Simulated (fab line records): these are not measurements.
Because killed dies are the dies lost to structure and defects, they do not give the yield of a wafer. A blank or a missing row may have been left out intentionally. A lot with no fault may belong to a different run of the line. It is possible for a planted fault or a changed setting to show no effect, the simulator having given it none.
Which tool was responsible? :: flow n5-finfet :: at 1 step of a route of 1938, 12 lots with 36 wafers sampled

WHAT EACH GAUGE READ, for each wafer
N5_BEOL_M11_INSPECT_13: inspects for defects (brightfield).
lot: L075
measured: day 11 22:53
on: defect-inspect-02
raw-defect-count: 428 627 417

lot: L076
measured: day 12 22:08
on: defect-inspect-02
raw-defect-count: 389 508 367

lot: L079
measured: day 13 04:22
on: defect-inspect-02
raw-defect-count: 517 536 440

lot: L081
measured: day 13 14:10
on: defect-inspect-02
raw-defect-count: 489 597 433

lot: L083
measured: day 14 01:27
on: defect-inspect-01
raw-defect-count: 463 365 457

lot: L086
measured: day 14 08:53
on: defect-inspect-01
raw-defect-count: 284 328 280

lot: L087
measured: day 14 23:23
on: defect-inspect-01
raw-defect-count: 280 403 358

lot: L089
measured: day 15 05:58
on: defect-inspect-02
raw-defect-count: 466 494 476

lot: L092
measured: day 16 03:50
on: defect-inspect-02
raw-defect-count: 308 464 289

lot: L093
measured: day 16 09:03
on: defect-inspect-02
raw-defect-count: 351 379 355

lot: L095
measured: day 16 19:47
on: defect-inspect-01
raw-defect-count: 280 264 285

lot: L097
measured: day 17 20:38
on: defect-inspect-02
raw-defect-count: 296 334 303

WHICH TOOL RAN EACH LOT (tool, then ch and the chambers of the sampled wafers, then the start)
The record shows no process step preceding these readings.

THE ANSWER, worked out from the rows above alone
Rule: usual is defined by the lots themselves. Put in order of their means at a reading, lots are off if they are a third of the lots or fewer, leave a main group of 4 or more, and stand apart from it by a gap of 3 or more times the standard deviation of the main group's means; of several such gaps the widest counts. If all means in a main group match to the digits the tables above print for the reading, that group is not used. A lot without any number at a reading at which 4 lots or more have one is off too. Where the step has rows for the other lots, those lots are counted as sound.
No lot is off on any of the readings shown, so nothing can be concluded from this.

WHAT THE SIMULATOR HAD INSERTED
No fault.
